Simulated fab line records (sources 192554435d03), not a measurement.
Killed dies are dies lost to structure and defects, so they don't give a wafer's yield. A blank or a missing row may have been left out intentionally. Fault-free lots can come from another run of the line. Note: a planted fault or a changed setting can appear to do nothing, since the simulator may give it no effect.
fab line records    flow n5-finfet
record: lots: 7  wafers: 21
route steps=1938 shown BEOL_M0_SAQP@686 BEOL_M1@770 BEOL_M2@881 BEOL_M3@941 BEOL_M5@1139
start-h: hours from the record's opening day to when the first of the lot's shown wafers began    wait-h: time in hours since the lot's previous step    " as in the row above    L1.1+2: a single row standing in for several wafers    - no value, or no start was given    * or withheld: withheld    < > ~ a bound
route shown NAME@n: NAME is a module with steps in the file, n the number in the route of the first one    usual: average and standard deviation across the fault-free wafers    same: alike in all rows    chamber/n: place in a boat    sites: each site's reading    _std_site: their standard deviation    _edge_site: outer sites' mean less inner sites'    radius-mm: how far each site lies from the wafer's centre    mask NAME#n: copy n    behind: the tool/chamber that last shaped the wafer    hold: reason for holding the lot/hours on hold/outcome of the hold    device: transistor that didn't switch, given as n, p or np    end of line: the tests these same wafers got at the end of their route    for a step that has no rows: nothing shown but its recipe    killed: dies lost to structure and defects at the first sort, not the wafer's yield    map: per-die view of a wafer (x killed, . not killed, _ where there is no die)
set.NAME: the setting the step ran with; set.NAME@STEP: the setting that earlier step ran with    model.NAME: the simulator's own value behind a step, which no gauge read
one table per step and one row per wafer, for lots whose settings were changed on purpose
== steps ==
step: N5_BEOL_M0_SAQP_EXPOSE_37
recipe: mask-id: M0_CUT1  na: 0.33  source-shape: annular  sigma-inner: 0.35  sigma-outer: 0.8  polarization: unpolarized  target-cd-nm: 30  dose-mj: 44.75
lot.wafer   tool            chamber  start-h  wait-h  mask       set.dose-mj
L076.1      euv-scanner-02  0        127.28   -       M0_CUT1#0  44.75
L076.3+4    "               0        "        "       M0_CUT1#0  43.83
L079.2+4    euv-scanner-02  0        142.48   -       M0_CUT1#0  44.75
L079.6      "               0        "        "       M0_CUT1#0  47.78
L080.4+6    euv-scanner-02  0        150.15   -       M0_CUT1#0  46.34
L080.5      "               0        "        "       M0_CUT1#0  44.75
L081.1+6    euv-scanner-02  0        153.16   -       M0_CUT1#0  44.75
L081.3      "               0        "        "       M0_CUT1#0  46.38
L089.1+5    euv-scanner-02  0        204.91   -       M0_CUT1#0  44.75
L089.4      "               0        "        "       M0_CUT1#0  47.29
L093.1+2+5  euv-scanner-01  0        228.74   -       M0_CUT1#0  44.75
L094.1+2+4  euv-scanner-01  0        235.70   -       M0_CUT1#0  44.75
step: N5_BEOL_M0_SAQP_PEB_38
recipe: peb-temp-c: 100  peb-time-s: 60  resist: CAR-EUV
step: N5_BEOL_M0_SAQP_DEVELOP_39
recipe: develop-time-s: 30  developer: TMAH  resist: CAR-EUV  rinse-liquid: surfactant-rinse  dry: air-spin  dev-temp-c: 23
step: N5_BEOL_M0_SAQP_CD_MEAS_40
recipe: target-cd-nm: 30  landing-energy-ev: 500  detector: se-inlens
usual: cd-nm: 30.05/0.25
lot.wafer  tool       chamber  start-h  wait-h  set.dose-mj@BEOL_M0_SAQP_EXPOSE_37  cd-nm
L076.1     cd-sem-02  0        127.41   -       44.75                               30.17
L076.3     "          0        "        "       43.83                               29.26
L076.4     "          0        "        "       43.83                               29.81
L079.2     cd-sem-03  0        142.61   -       44.75                               29.96
L079.4     "          0        "        "       44.75                               29.83
L079.6     "          0        "        "       47.78                               31.49
L080.4     cd-sem-01  0        150.27   -       46.34                               31.13
L080.5     "          0        "        "       44.75                               30.05
L080.6     "          0        "        "       46.34                               30.86
L081.1     cd-sem-01  0        153.30   -       44.75                               30.36
L081.3     "          0        "        "       46.38                               30.74
L081.6     "          0        "        "       44.75                               30.32
L089.1     cd-sem-03  0        205.04   -       44.75                               29.75
L089.4     "          0        "        "       47.29                               30.48
L089.5     "          0        "        "       44.75                               30.10
L093.1     cd-sem-03  0        228.88   -       44.75                               29.94
L093.2     "          0        "        "       44.75                               30.19
L093.5     "          0        "        "       44.75                               29.73
L094.1     cd-sem-01  0        235.84   -       44.75                               29.88
L094.2     "          0        "        "       44.75                               29.96
L094.4     "          0        "        "       44.75                               29.83
step: N5_BEOL_M0_SAQP_DESCUM_45
recipe: chemistry: O2  time-s: 7  source-power-w: 50  bias-power-w: 20  pressure-mtorr: 20  rf-frequency-hz: 2.712e+07  temp-c: 40  resist: CAR-EUV  o2-flow-sccm: 225
lot.wafer   tool         chamber  start-h  wait-h  set.dose-mj@BEOL_M0_SAQP_EXPOSE_37  model.BEOL_M0_SAQP.cd-nm
L076.1      rie-diel-02  0        127.53   0.0     44.75                               30.2
L076.3      "            0        "        "       43.83                               29.6
L076.4      "            1        "        "       43.83                               30
L079.2      rie-diel-06  3        142.73   0.0     44.75                               29.6
L079.4      "            0        "        "       44.75                               30
L079.6      "            2        "        "       47.78                               31.4
L080.4      rie-diel-02  3        150.39   0.0     46.34                               31.2
L080.5      "            0        "        "       44.75                               30.2
L080.6      "            1        "        "       46.34                               31
L081.1+6    rie-diel-04  1        153.42   0.0     44.75                               30.2
L081.3      "            3        "        "       46.38                               31
L089.1+5    rie-diel-06  0,2      205.16   0.0     44.75                               30
L089.4      "            1        "        "       47.29                               31
L093.1+2+5  rie-diel-06  2,1,2    229.00   0.0     44.75                               30
L094.1      rie-diel-04  1        235.98   0.1     44.75                               29.8
L094.2      "            3        "        "       44.75                               30.2
L094.4      "            2        "        "       44.75                               29.6
step: N5_BEOL_M0_SAQP_ETCH_88
recipe: chemistry: N2/H2  target: underlayer  target-depth-a: 65  time-s: 5.2  ion-energy-ev: 200  mask-material: CAR-EUV  pressure-mtorr: 30  source-w: 840  bias-w: 150  n2-flow-sccm: 200  h2-flow-sccm: 200  ends: cleared
step: N5_BEOL_M0_SAQP_ETCH_73
recipe: chemistry: CF4  target: SiARC  target-depth-a: 195  mask-material: CAR-EUV  time-s: 32.5  ion-energy-ev: 80  pressure-mtorr: 40  source-w: 545  bias-w: 36  Ar_flow_sccm: 100  cf4-flow-sccm: 100  ends: cleared
lot.wafer  tool         chamber  start-h  wait-h  set.spin-rpm@BEOL_M0_SAQP_COAT_72  set.dose-mj@BEOL_M0_SAQP_EXPOSE_37  model.BEOL_M0_SAQP.cd-nm  model.etch.depth-nm
L076.1     rie-diel-02  0        127.61   0.0     1500                               44.75                               30.4                      15
L076.3     "            0        "        "       1447                               43.83                               29.8                      15.28
L076.4     "            1        "        "       1500                               43.83                               29.8                      15.01
L079.2     rie-diel-06  3        142.79   0.0     1402                               44.75                               29.8                      15.61
L079.4     "            0        "        "       1500                               44.75                               30                        15.08
L079.6     "            2        "        "       1500                               47.78                               31.2                      15.05
L080.4     rie-diel-02  3        150.44   0.0     1500                               46.34                               31.2                      14.99
L080.5     "            0        "        "       1500                               44.75                               30.4                      15.04
L080.6     "            1        "        "       1664                               46.34                               31                        14.28
L081.1     rie-diel-04  1        153.47   0.0     1619                               44.75                               30.2                      14.46
L081.3     "            3        "        "       1500                               46.38                               31.2                      15.04
L081.6     "            1        "        "       1500                               44.75                               30.2                      15.04
L089.1     rie-diel-06  0        205.22   0.0     1500                               44.75                               30                        14.96
L089.4     "            1        "        "       1333                               47.29                               31.2                      15.94
L089.5     "            2        "        "       1333                               44.75                               30.2                      15.91
L093.1     rie-diel-06  2        229.05   0.0     1500                               44.75                               30                        14.99
L093.2     "            1        "        "       1500                               44.75                               30                        15.02
L093.5     "            2        "        "       1500                               44.75                               30                        15.01
L094.1     rie-diel-04  1        236.03   0.0     1582                               44.75                               29.6                      14.67
L094.2     "            3        "        "       1500                               44.75                               30.4                      15.03
L094.4     "            2        "        "       1500                               44.75                               29.6                      15.05
step: N5_BEOL_M0_SAQP_CUT_ETCH_46
recipe: chemistry: N2/H2  target: SOC  target-depth-a: 1350  overetch-a: 270  temp-c: 40  time-s: 202.5  ion-energy-ev: 200  mask-material: SiARC  pressure-mtorr: 30  source-w: 840  bias-w: 150  n2-flow-sccm: 200  h2-flow-sccm: 200
lot.wafer   tool         chamber  start-h  wait-h  set.spin-rpm@BEOL_M0_SAQP_COAT_72  model.SiARC_of_BEOL_M0_SAQP_COAT_72.thk-nm
L076.1      rie-diel-02  0        127.66   0.0     1500                               5
L076.3      "            0        "        "       1447                               5.4
L076.4      "            1        "        "       1500                               4.4
L079.2      rie-diel-06  3        142.82   0.0     1402                               5.2
L079.4      "            0        "        "       1500                               5
L079.6      "            2        "        "       1500                               4.8
L080.4+5    rie-diel-02  3,0      150.47   0.0     1500                               5
L080.6      "            1        "        "       1664                               3.8
L081.1      rie-diel-04  1        153.50   0.0     1619                               4.6
L081.3+6    "            3        "        "       1500                               5
L089.1      rie-diel-06  0        205.25   0.0     1500                               4.8
L089.4      "            1        "        "       1333                               5.4
L089.5      "            2        "        "       1333                               5.6
L093.1+2+5  rie-diel-06  2,1,2    229.08   0.0     1500                               4.6
L094.1      rie-diel-04  1        236.06   0.0     1582                               4.8
L094.2+4    "            3,2      "        "       1500                               5.2
step: N5_BEOL_M1_ETCH_64
recipe: chemistry: N2/H2  target: SOC  target-depth-a: 750  overetch-a: 150  mask-material: SiARC  temp-c: 40  time-s: 112.5  ion-energy-ev: 200  pressure-mtorr: 30  source-w: 840  bias-w: 150  n2-flow-sccm: 200  h2-flow-sccm: 200
usual: rf-vpp-V: 524.0/2.6
lot.wafer  tool         chamber  start-h  wait-h  set.bias-w  rf-vpp-V  model.SiARC_of_BEOL_M1_COAT_62.thk-nm
L076.1     rie-diel-04  0        137.13   0.0     150         523.3     6.8
L076.3     "            3        "        "       133.2       489.7     7.6
L076.4     "            2        "        "       133.2       483.5     7.8
L079.2     rie-diel-02  2        149.46   0.0     150         521.7     6.6
L079.4     "            3        "        "       150         528.3     6.8
L079.6     "            1        "        "       150         524.2     6.6
L080.4     rie-diel-06  3        162.71   0.0     158.9       548.3     6.4
L080.5     "            2        "        "       150         523.4     6.6
L080.6     "            3        "        "       150         527.5     6.8
L081.1     rie-diel-04  0        163.01   0.0     150         523.4     6.8
L081.3     "            3        "        "       160.7       549.6     6.4
L081.6     "            0        "        "       150         521.4     6.8
L089.1     rie-diel-06  3        214.26   0.0     150         529.2     6.6
L089.4     "            1        "        "       150         522.3     6.6
L089.5     "            0        "        "       150         527.2     6.8
L093.1     rie-diel-04  3        239.97   0.0     150         525.5     7
L093.2     "            2        "        "       150         520.1     7
L093.5     "            1        "        "       150         523.1     7
L094.1     rie-diel-02  1        247.03   0.0     150         522.6     6.6
L094.2     "            2        "        "       150         522.3     6.6
L094.4     "            1        "        "       150         521.4     6.6
step: N5_BEOL_M1_VIA_ETCH_34
recipe: chemistry: C4F6/O2  target-depth-a: 678  mask-material: SOC  pressure-mtorr: 15  ion-energy-ev: 250  taper-deg: 4  time-s: 64.4  source-w: 350  bias-w: 170  Ar_flow_sccm: 300  C4F6_flow_sccm: 10  O2_flow_sccm: 10
usual: rf-vpp-V: 677/20
lot.wafer  tool         chamber  start-h  wait-h  set.bias-w  rf-vpp-V
L076.1     rie-diel-06  1        139.11   0.0     170         673
L076.3     "            0        "        "       170         658
L076.4     "            2        "        "       147.4       602
L079.2     rie-diel-02  3        153.67   0.0     170         667
L079.4     "            0        "        "       170         680
L079.6     "            0        "        "       170         681
L080.4     rie-diel-04  1        165.53   0.0     186         752
L080.5     "            2        "        "       170         657
L080.6     "            1        "        "       186         753
L081.1     rie-diel-06  2        171.15   0.0     197.4       759
L081.3     "            1        "        "       197.4       758
L081.6     "            0        "        "       170         657
L089.1     rie-diel-02  2        215.98   0.0     170         657
L089.4     "            0        "        "       149.6       615
L089.5     "            1        "        "       170         711
L093.1     rie-diel-02  3        242.16   0.0     170         665
L093.2     "            2        "        "       170         656
L093.5     "            3        "        "       170         666
L094.1     rie-diel-02  3        250.48   0.0     170         665
L094.2     "            1        "        "       170         709
L094.4     "            2        "        "       182.1       695
step: N5_BEOL_M1_TRENCH_ETCH_37
recipe: chemistry: C4F6/O2  target-depth-a: 552.07  target: SiOC  time-s: 29  ion-energy-ev: 250  pressure-mtorr: 30  source-w: 355  bias-w: 185  Ar_flow_sccm: 300  C4F6_flow_sccm: 10  O2_flow_sccm: 10
usual: rf-vpp-V: 677/21
lot.wafer  tool         chamber  start-h  wait-h  set.bias-w  rf-vpp-V
L076.1     rie-diel-06  1        -        -       185         672
L076.3     "            0        "        "       185         657
L076.4     "            2        "        "       185         674
L079.2     rie-diel-02  3        -        -       162.5       601
L079.4     "            0        "        "       185         679
L079.6     "            0        "        "       162.5       614
L080.4     rie-diel-04  1        -        -       185         703
L080.5     "            2        "        "       185         654
L080.6     "            1        "        "       158.9       620
L081.1     rie-diel-06  2        -        -       169.1       629
L081.3     "            1        "        "       185         672
L081.6     "            0        "        "       185         657
L089.1     rie-diel-02  2        -        -       185         656
L089.4     "            0        "        "       215         765
L089.5     "            1        "        "       185         713
L093.1     rie-diel-02  3        -        -       185         667
L093.2     "            2        "        "       185         656
L093.5     "            3        "        "       185         666
L094.1     rie-diel-02  3        -        -       185         666
L094.2     "            1        "        "       185         712
L094.4     "            2        "        "       165.8       599
step: N5_BEOL_M2_ETCH_69
recipe: chemistry: CF4  target: SiARC  target-depth-a: 156  mask-material: CAR-EUV  time-s: 26  ion-energy-ev: 80  pressure-mtorr: 40  source-w: 545  bias-w: 36  Ar_flow_sccm: 100  cf4-flow-sccm: 100  ends: cleared
usual: rf-vpp-V: 184.3/1.3
lot.wafer  tool         chamber  start-h  wait-h  set.bias-w  rf-vpp-V
L076.1     rie-diel-03  3        147.48   0.0     42.23       202.9
L076.3     "            2        "        "       36          185.7
L076.4     "            1        "        "       36          183.5
L079.2     rie-diel-01  3        163.31   0.0     36          184.2
L079.4     "            1        "        "       36          183.7
L079.6     "            0        "        "       39.05       195.6
L080.4     rie-diel-05  1        173.27   0.0     36          183.6
L080.5     "            1        "        "       36          184.2
L080.6     "            0        "        "       36          185.3
L081.1     rie-diel-03  3        177.62   0.0     36          186.1
L081.3     "            0        "        "       36          181.9
L081.6     "            0        "        "       36          182.4
L089.1     rie-diel-01  3        225.37   0.0     36          183.3
L089.4     "            1        "        "       36          184.0
L089.5     "            2        "        "       31.37       170.9
L093.1     rie-diel-01  3        248.96   0.0     36          185.3
L093.2     "            2        "        "       36          187.0
L093.5     "            1        "        "       36          186.0
L094.1     rie-diel-01  3        259.12   0.0     36          186.2
L094.2     "            2        "        "       36          185.9
L094.4     "            2        "        "       36          186.4
step: N5_BEOL_M3_EXPOSE_08
recipe: mask-id: M3  na: 0.33  source-shape: dipole  sigma-inner: 0.369  sigma-outer: 0.767  polarization: unpolarized  dose-mj: 33
lot.wafer   tool            chamber  start-h  wait-h  mask  set.dose-mj
L076.1+3    euv-scanner-02  0        161.85   -       M3#0  31.75
L076.4      "               0        "        "       M3#0  33
L079.2+4    euv-scanner-02  0        170.27   -       M3#0  33
L079.6      "               0        "        "       M3#0  30.53
L080.4+5+6  euv-scanner-01  0        187.82   -       M3#0  33
L081.1+6    euv-scanner-01  0        188.20   -       M3#0  33
L081.3      "               0        "        "       M3#0  34.1
L089.1+4+5  euv-scanner-01  0        240.24   -       M3#0  33
L093.1+2+5  euv-scanner-01  0        266.52   -       M3#0  33
L094.1      euv-scanner-01  0        280.39   -       M3#0  33.94
L094.2+4    "               0        "        "       M3#0  33
step: N5_BEOL_M3_PEB_09
recipe: peb-temp-c: 100  peb-time-s: 60  resist: CAR-EUV
step: N5_BEOL_M3_DEVELOP_10
recipe: develop-time-s: 30  developer: TMAH  resist: CAR-EUV  rinse-liquid: surfactant-rinse  dry: air-spin  dev-temp-c: 23
step: N5_BEOL_M3_CD_MEAS_11
recipe: target-cd-nm: 17.05  landing-energy-ev: 500  detector: se-inlens  polarity: opening
usual: cd-nm: 16.93/0.24
lot.wafer  tool       chamber  start-h  wait-h  set.dose-mj@BEOL_M3_EXPOSE_08  cd-nm
L076.1     cd-sem-01  0        161.97   -       31.75                          16.03
L076.3     "          0        "        "       31.75                          16.20
L076.4     "          0        "        "       33                             17.52
L079.2     cd-sem-03  0        170.39   -       33                             16.87
L079.4     "          0        "        "       33                             16.75
L079.6     "          0        "        "       30.53                          15.32
L080.4     cd-sem-03  0        187.93   -       33                             17.04
L080.5     "          0        "        "       33                             16.95
L080.6     "          0        "        "       33                             16.94
L081.1     cd-sem-01  0        188.32   -       33                             16.50
L081.3     "          0        "        "       34.1                           17.23
L081.6     "          0        "        "       33                             16.71
L089.1     cd-sem-01  0        240.36   -       33                             17.12
L089.4     "          0        "        "       33                             16.91
L089.5     "          0        "        "       33                             17.28
L093.1     cd-sem-02  0        266.64   -       33                             17.04
L093.2     "          0        "        "       33                             17.00
L093.5     "          0        "        "       33                             16.84
L094.1     cd-sem-01  0        280.52   -       33.94                          17.59
L094.2     "          0        "        "       33                             16.93
L094.4     "          0        "        "       33                             16.90
step: N5_BEOL_M3_DESCUM_16
recipe: chemistry: O2  time-s: 7  source-power-w: 50  bias-power-w: 20  pressure-mtorr: 20  rf-frequency-hz: 2.712e+07  temp-c: 40  resist: CAR-EUV  o2-flow-sccm: 225
step: N5_BEOL_M3_ETCH_74
recipe: chemistry: N2/H2  target: underlayer  target-depth-a: 65  mask-material: CAR-EUV  time-s: 5.2  ion-energy-ev: 200  pressure-mtorr: 30  source-w: 840  bias-w: 150  n2-flow-sccm: 200  h2-flow-sccm: 200  ends: cleared
lot.wafer  tool         chamber  start-h  wait-h  set.dose-mj@BEOL_M3_EXPOSE_08  model.BEOL_M3.cd-offset-nm
L076.1     rie-diel-06  3        162.13   0.0     31.75                          -1.2
L076.3     "            2        "        "       31.75                          -1
L076.4     "            0        "        "       33                             -0.2
L079.2     rie-diel-04  2        170.55   0.0     33                             -0.4
L079.4     "            0        "        "       33                             0
L079.6     "            3        "        "       30.53                          -1.8
L080.4     rie-diel-06  0        188.60   0.0     33                             -0.6
L080.5     "            2        "        "       33                             -0.2
L080.6     "            1        "        "       33                             0
L081.1+6   rie-diel-06  1,2      188.82   0.0     33                             -0.2
L081.3     "            0        "        "       34.1                           0
L089.1+5   rie-diel-06  0,2      240.52   0.0     33                             -0.4
L089.4     "            3        "        "       33                             -0.2
L093.1     rie-diel-04  1        266.80   0.0     33                             0.2
L093.2     "            0        "        "       33                             0
L093.5     "            0        "        "       33                             -0.2
L094.1     rie-diel-02  1        280.68   0.0     33.94                          0.6
L094.2     "            0        "        "       33                             -0.2
L094.4     "            3        "        "       33                             0.2
step: N5_BEOL_M3_ETCH_63
recipe: chemistry: CF4  target: SiARC  target-depth-a: 156  mask-material: CAR-EUV  time-s: 26  ion-energy-ev: 80  pressure-mtorr: 40  source-w: 545  bias-w: 36  Ar_flow_sccm: 100  cf4-flow-sccm: 100  ends: cleared
lot.wafer   tool         chamber  start-h  wait-h  set.dose-mj@BEOL_M3_EXPOSE_08  model.BEOL_M3.cd-offset-nm
L076.1      rie-diel-06  3        162.15   0.0     31.75                          -1.2
L076.3      "            2        "        "       31.75                          -1
L076.4      "            0        "        "       33                             -0.2
L079.2      rie-diel-04  2        170.56   0.0     33                             -0.4
L079.4      "            0        "        "       33                             0
L079.6      "            3        "        "       30.53                          -1.8
L080.4      rie-diel-06  0        188.62   0.0     33                             -0.4
L080.5+6    "            2,1      "        "       33                             0
L081.1      rie-diel-06  1        188.84   0.0     33                             -0.2
L081.3      "            0        "        "       34.1                           0.2
L081.6      "            2        "        "       33                             0
L089.1+4+5  rie-diel-06  0,3,2    240.54   0.0     33                             -0.4
L093.1      rie-diel-04  1        266.82   0.0     33                             0.4
L093.2      "            0        "        "       33                             0.2
L093.5      "            0        "        "       33                             -0.2
L094.1      rie-diel-02  1        280.70   0.0     33.94                          0.4
L094.2      "            0        "        "       33                             -0.2
L094.4      "            3        "        "       33                             0.4
step: N5_BEOL_M5_COAT_65
recipe: resist: SOC  temp-c: 250  time-s: 60  spin-rpm: 1500  resist-thk-nm: 60
lot.wafer   tool            chamber  start-h  wait-h  set.spin-rpm  model.SOC_of_BEOL_M5_COAT_65.thk-nm
L076.1+3    litho-track-01  0        186.98   1.7     1558          59
L076.4      "               0        "        "       1500          60.2
L079.2      litho-track-05  0        199.00   3.9     1636          57.4
L079.4      "               0        "        "       1636          57.2
L079.6      "               0        "        "       1500          60
L080.4+6    litho-track-03  0        218.64   0.4     1431          61.2
L080.5      "               0        "        "       1500          60
L081.1+6    litho-track-03  0        226.87   1.5     1623          57.8
L081.3      "               0        "        "       1623          58
L089.1+4+5  litho-track-01  0        265.31   0.9     1500          60.4
L093.1+2+5  litho-track-03  0        293.48   2.3     1500          60.2
L094.1      litho-track-01  0        315.57   1.2     1557          59.2
L094.2      "               0        "        "       1557          58.8
L094.4      "               0        "        "       1500          60
== key ==
split: step: N5_BEOL_M0_SAQP_EXPOSE_37  setting: dose-mj  stated: 44.75  by: wafer
response: step: N5_BEOL_M0_SAQP_CD_MEAS_40  reading: cd-nm  change: +0.185  per: 1%  r: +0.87
response: step: N5_BEOL_M0_SAQP_DESCUM_45  reading: model.BEOL_M0_SAQP.cd-nm  change: +0.217  per: 1%  r: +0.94
response: step: N5_BEOL_M0_SAQP_ETCH_73  reading: model.BEOL_M0_SAQP.cd-nm  change: +0.207  per: 1%  r: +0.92
split: step: N5_BEOL_M1_ETCH_64  setting: bias-w  stated: 150  by: wafer
response: step: N5_BEOL_M1_ETCH_64  reading: rf-vpp-V  change: +3.5  per: 1%  r: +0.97
response: step: N5_BEOL_M1_ETCH_64  reading: model.SiARC_of_BEOL_M1_COAT_62.thk-nm  change: -0.0696  per: 1%  r: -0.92
split: step: N5_BEOL_M1_VIA_ETCH_34  setting: bias-w  stated: 170  by: wafer
response: step: N5_BEOL_M1_VIA_ETCH_34  reading: rf-vpp-V  change: +5.92  per: 1%  r: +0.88
split: step: N5_BEOL_M1_TRENCH_ETCH_37  setting: bias-w  stated: 185  by: wafer
response: step: N5_BEOL_M1_TRENCH_ETCH_37  reading: rf-vpp-V  change: +5.35  per: 1%  r: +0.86
split: step: N5_BEOL_M2_ETCH_69  setting: bias-w  stated: 36  by: wafer
response: step: N5_BEOL_M2_ETCH_69  reading: rf-vpp-V  change: +1.08  per: 1%  r: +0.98
split: step: N5_BEOL_M3_EXPOSE_08  setting: dose-mj  stated: 33  by: wafer
response: step: N5_BEOL_M3_CD_MEAS_11  reading: cd-nm  change: +0.228  per: 1%  r: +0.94
response: step: N5_BEOL_M3_ETCH_74  reading: model.BEOL_M3.cd-offset-nm  change: +0.198  per: 1%  r: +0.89
response: step: N5_BEOL_M3_ETCH_63  reading: model.BEOL_M3.cd-offset-nm  change: +0.192  per: 1%  r: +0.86
split: step: N5_BEOL_M5_COAT_65  setting: spin-rpm  stated: 1500  by: wafer
response: step: N5_BEOL_M5_COAT_65  reading: model.SOC_of_BEOL_M5_COAT_65.thk-nm  change: -0.29  per: 1%  r: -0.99
split outside-this-file step=N5_BEOL_M0_SAQP_COAT_72 setting=spin-rpm
split outside-this-file: this setting was split too, and the file shows its column; the key of that split is in another file
